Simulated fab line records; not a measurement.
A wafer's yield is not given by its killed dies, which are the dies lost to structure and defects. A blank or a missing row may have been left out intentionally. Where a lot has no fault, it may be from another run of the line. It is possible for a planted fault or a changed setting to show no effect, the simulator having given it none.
Chamber matching :: flow nand-harc :: 4 sister chambers for NHARC_A_STAIRCASE_CMP_152 on cmp-01
The step polishes. 20 wafers are shown with their chamber, then 10 later ones without.

EACH WAFER AND ITS CHAMBER
wafer: L074.1
chamber: 0
motor-current-A (A): 12.6
retaining-ring-pressure-frac: 1.006

wafer: L074.4
chamber: 1
motor-current-A (A): 12.1
retaining-ring-pressure-frac: 1.001

wafer: L074.6
chamber: 1
motor-current-A (A): 12.2
retaining-ring-pressure-frac: 1.005

wafer: L078.1
chamber: 0
motor-current-A (A): 12.0
retaining-ring-pressure-frac: 0.997

wafer: L078.2
chamber: 2
motor-current-A (A): 11.2
retaining-ring-pressure-frac: 1.000

wafer: L078.3
chamber: 3
motor-current-A (A): 12.3
retaining-ring-pressure-frac: 0.998

wafer: L081.1
chamber: 1
motor-current-A (A): 11.6
retaining-ring-pressure-frac: 1.003

wafer: L081.2
chamber: 0
motor-current-A (A): 12.5
retaining-ring-pressure-frac: 0.997

wafer: L081.6
chamber: 0
motor-current-A (A): 13.4
retaining-ring-pressure-frac: 0.999

wafer: L082.1
chamber: 1
motor-current-A (A): 12.4
retaining-ring-pressure-frac: 0.998

wafer: L082.5
chamber: 0
motor-current-A (A): 11.8
retaining-ring-pressure-frac: 1.007

wafer: L082.6
chamber: 3
motor-current-A (A): 10.8
retaining-ring-pressure-frac: 0.999

wafer: L084.3
chamber: 3
motor-current-A (A): 11.0
retaining-ring-pressure-frac: 0.982

wafer: L084.5
chamber: 1
motor-current-A (A): 11.8
retaining-ring-pressure-frac: 1.011

wafer: L084.6
chamber: 0
motor-current-A (A): 12.4
retaining-ring-pressure-frac: 0.999

wafer: L085.1
chamber: 1
motor-current-A (A): 11.9
retaining-ring-pressure-frac: 1.001

wafer: L085.3
chamber: 2
motor-current-A (A): 11.8
retaining-ring-pressure-frac: 0.995

wafer: L085.5
chamber: 1
motor-current-A (A): 12.0
retaining-ring-pressure-frac: 0.992

wafer: L090.1
chamber: 0
motor-current-A (A): 12.6
retaining-ring-pressure-frac: 0.990

wafer: L090.3
chamber: 1
motor-current-A (A): 12.1
retaining-ring-pressure-frac: 0.995

SIGNATURES (means of the wafers above)
reading: motor-current-A
chamber 0: 12.471
chamber 1: 12.012
chamber 2: 11.500
chamber 3: 11.367
scatter within a chamber: 0.468

reading: retaining-ring-pressure-frac
chamber 0: 0.99929
chamber 1: 1.00075
chamber 2: 0.99750
chamber 3: 0.99300
scatter within a chamber: 0.00633
Rule: a wafer's distance from a chamber is the root of the sum, over the readings, of the square of ((its reading less the chamber's mean) divided by the reading's scatter). If the next closest chamber is less than 2 further off than the closest, the wafer can't be placed; otherwise it belongs to the closest. The scatter: take each reading less its chamber's mean, square it, sum over the shown wafers, divide by the number of wafers less the number of chambers, and take the root.

WAFERS WITH NO CHAMBER GIVEN
wafer: L090.4
motor-current-A (A): 11.3
retaining-ring-pressure-frac: 1.001

wafer: L091.1
motor-current-A (A): 11.8
retaining-ring-pressure-frac: 1.007

wafer: L091.2
motor-current-A (A): 12.2
retaining-ring-pressure-frac: 0.988

wafer: L091.3
motor-current-A (A): 12.3
retaining-ring-pressure-frac: 0.999

wafer: L096.1
motor-current-A (A): 11.6
retaining-ring-pressure-frac: 1.004

wafer: L096.3
motor-current-A (A): 11.5
retaining-ring-pressure-frac: 0.997

wafer: L096.4
motor-current-A (A): 12.5
retaining-ring-pressure-frac: 0.994

wafer: L097.1
motor-current-A (A): 12.3
retaining-ring-pressure-frac: 0.998

wafer: L097.4
motor-current-A (A): 11.7
retaining-ring-pressure-frac: 0.999

wafer: L097.5
motor-current-A (A): 11.6
retaining-ring-pressure-frac: 0.994

THE CHAMBER EACH PASSED THROUGH
wafer: L090.4
from the rows above: can't be placed: 2 or 3 or 1 or 0
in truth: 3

wafer: L091.1
from the rows above: can't be placed: 1 or 2 or 0 or 3
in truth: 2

wafer: L091.2
from the rows above: can't be placed: 0 or 3 or 1 or 2
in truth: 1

wafer: L091.3
from the rows above: can't be placed: 0 or 1 or 2 or 3
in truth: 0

wafer: L096.1
from the rows above: can't be placed: 1 or 2 or 3 or 0
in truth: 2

wafer: L096.3
from the rows above: can't be placed: 2 or 3 or 1
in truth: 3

wafer: L096.4
from the rows above: can't be placed: 0 or 1 or 2 or 3
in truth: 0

wafer: L097.1
from the rows above: can't be placed: 0 or 1 or 2 or 3
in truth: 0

wafer: L097.4
from the rows above: can't be placed: 2 or 1 or 3 or 0
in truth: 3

wafer: L097.5
from the rows above: can't be placed: 3 or 2 or 1 or 0
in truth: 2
Placed correctly: 0 of 10. These rows do not allow placing 10 (true chamber among the candidates in 10). Number placed wrongly: 0.
